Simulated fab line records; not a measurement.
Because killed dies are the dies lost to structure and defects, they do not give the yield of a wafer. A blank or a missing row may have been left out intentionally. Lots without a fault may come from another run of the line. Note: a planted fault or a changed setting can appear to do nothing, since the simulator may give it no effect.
Split-lot study / flow n5Finfet / route with 1938 steps; 7 lots, 21 wafers read

== THE SPLIT ITSELF ==
At N5_GATE_CUT_ETCH_37 (etches SOC in N2/H2, target depth 60 nm, overetch 12 nm, time 90 s), the setting biasW was moved away from the recipe's 150 W on 9 of the 21 wafers read, by -17.7% to +15.3%. All remaining wafers had this setting at the recipe value.

The reading is taken at the split's own step.

== THE READING ==
rfVppV, in V, at N5_GATE_CUT_ETCH_37 (etches SOC in N2/H2, target depth 60 nm, overetch 12 nm, time 90 s). On this fab line, fault-free wafers typically give 522.7 V with a standard deviation of 1.6 V.

wafer=L075.1; tool, chamber at the split=rieDiel-03, 0; biasW as run, W=150; against the recipe=recipe; rfVppV, V=525.6; against lot-mates on the recipe=-
wafer=L075.5; tool, chamber at the split=rieDiel-03, 2; biasW as run, W=163.3; against the recipe=+8.9%; rfVppV, V=552.0; against lot-mates on the recipe=+27.5
wafer=L075.6; tool, chamber at the split=rieDiel-03, 1; biasW as run, W=150; against the recipe=recipe; rfVppV, V=523.4; against lot-mates on the recipe=-
wafer=L077.2; tool, chamber at the split=rieDiel-06, 3; biasW as run, W=123.4; against the recipe=-17.7%; rfVppV, V=460.8; against lot-mates on the recipe=-63.5
wafer=L077.4; tool, chamber at the split=rieDiel-06, 2; biasW as run, W=150; against the recipe=recipe; rfVppV, V=524.3; against lot-mates on the recipe=-
wafer=L077.5; tool, chamber at the split=rieDiel-06, 2; biasW as run, W=123.4; against the recipe=-17.7%; rfVppV, V=464.0; against lot-mates on the recipe=-60.3
wafer=L081.2; tool, chamber at the split=rieDiel-01, 3; biasW as run, W=150; against the recipe=recipe; rfVppV, V=523.1; against lot-mates on the recipe=-
wafer=L081.4; tool, chamber at the split=rieDiel-01, 2; biasW as run, W=150; against the recipe=recipe; rfVppV, V=522.5; against lot-mates on the recipe=-
wafer=L081.6; tool, chamber at the split=rieDiel-01, 1; biasW as run, W=150; against the recipe=recipe; rfVppV, V=521.8; against lot-mates on the recipe=-
wafer=L090.4; tool, chamber at the split=rieDiel-06, 3; biasW as run, W=161.2; against the recipe=+7.5%; rfVppV, V=545.4; against lot-mates on the recipe=+22.2
wafer=L090.5; tool, chamber at the split=rieDiel-06, 3; biasW as run, W=161.2; against the recipe=+7.5%; rfVppV, V=545.4; against lot-mates on the recipe=+22.2
wafer=L090.6; tool, chamber at the split=rieDiel-06, 0; biasW as run, W=150; against the recipe=recipe; rfVppV, V=523.2; against lot-mates on the recipe=-
wafer=L091.3; tool, chamber at the split=rieDiel-01, 0; biasW as run, W=150; against the recipe=recipe; rfVppV, V=522.9; against lot-mates on the recipe=-
wafer=L091.5; tool, chamber at the split=rieDiel-01, 3; biasW as run, W=126; against the recipe=-16.0%; rfVppV, V=471.0; against lot-mates on the recipe=-51.6
wafer=L091.6; tool, chamber at the split=rieDiel-01, 0; biasW as run, W=150; against the recipe=recipe; rfVppV, V=522.4; against lot-mates on the recipe=-
wafer=L092.1; tool, chamber at the split=rieDiel-03, 3; biasW as run, W=164.6; against the recipe=+9.7%; rfVppV, V=550.8; against lot-mates on the recipe=+28.4
wafer=L092.3; tool, chamber at the split=rieDiel-03, 2; biasW as run, W=164.6; against the recipe=+9.7%; rfVppV, V=554.0; against lot-mates on the recipe=+31.6
wafer=L092.4; tool, chamber at the split=rieDiel-03, 1; biasW as run, W=150; against the recipe=recipe; rfVppV, V=522.4; against lot-mates on the recipe=-
wafer=L093.1; tool, chamber at the split=rieDiel-03, 0; biasW as run, W=150; against the recipe=recipe; rfVppV, V=524.5; against lot-mates on the recipe=-
wafer=L093.3; tool, chamber at the split=rieDiel-03, 3; biasW as run, W=173; against the recipe=+15.3%; rfVppV, V=568.4; against lot-mates on the recipe=+44.9
wafer=L093.6; tool, chamber at the split=rieDiel-03, 1; biasW as run, W=150; against the recipe=recipe; rfVppV, V=522.4; against lot-mates on the recipe=-

THE FIT
A straight line over all 21 wafers: rfVppV changes by +3.23 V for each +1% of biasW; r = +1.00; the points scatter about the line by 1.9 V.
The same after taking each lot's own level away (the mean of its wafers on the recipe; 21 wafers): +3.25 V for each +1%; r = +1.00; scatter 1.9 V.
Per that fit: largest biasW move, reading shift of 58 V.
Measured against the standard deviation above, the lots' own levels, which go from 522.40 to 524.50 V, span 1.3 times it.
The two slopes are in agreement: the lot-to-lot level therefore moves the slope only a little.
Check: with one of the wafers moved furthest among these (-17.7%) left out of the fit, the line predicts -57 V for it against its lot-mates. Against them it came out at -63.5 V.
Tool readings at the split's step, against how far the setting was moved: rfVppV r = +1.00.

== THESE WAFERS: OTHER SPLITS ==
Before the reading, these wafers also passed through other splits. Each is held against what the fit with the lots' levels taken away leaves over:
other split on the same wafers=N5_SD_EPI_P_COAT_03 spinRpm; wafers away from the commonest value=6; r with rfVppV (lot level and that fit taken away)=+0.25
other split on the same wafers=N5_SD_EPI_P_DESCUM_14 timeS; wafers away from the commonest value=11; r with rfVppV (lot level and that fit taken away)=+0.16
other split on the same wafers=N5_HKMG_FIN_COAT_43 spinRpm; wafers away from the commonest value=5; r with rfVppV (lot level and that fit taken away)=+0.22

== THE WHOLE CHAIN: every reading that the file lists as answering this split, in the file's order ==
step=N5_GATE_CUT_ETCH_37; what it does=etches SOC in N2/H2, target depth 60 nm, overetch 12 nm, time 90 s; reading=rfVppV; change (the file's fit)=+3.21 V for each +1% of the setting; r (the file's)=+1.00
step=N5_GATE_CUT_ETCH_37; what it does=etches SOC in N2/H2, target depth 60 nm, overetch 12 nm, time 90 s; reading=SiARC_of_GATE_CUT_COAT_35.thkNm (the simulator's own value, which no gauge read); change (the file's fit)=-0.0512 nm for each +1% of the setting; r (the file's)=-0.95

== THE FILE'S OWN FIT ==
rfVppV changes by +3.21 V for each +1% of biasW, r = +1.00.
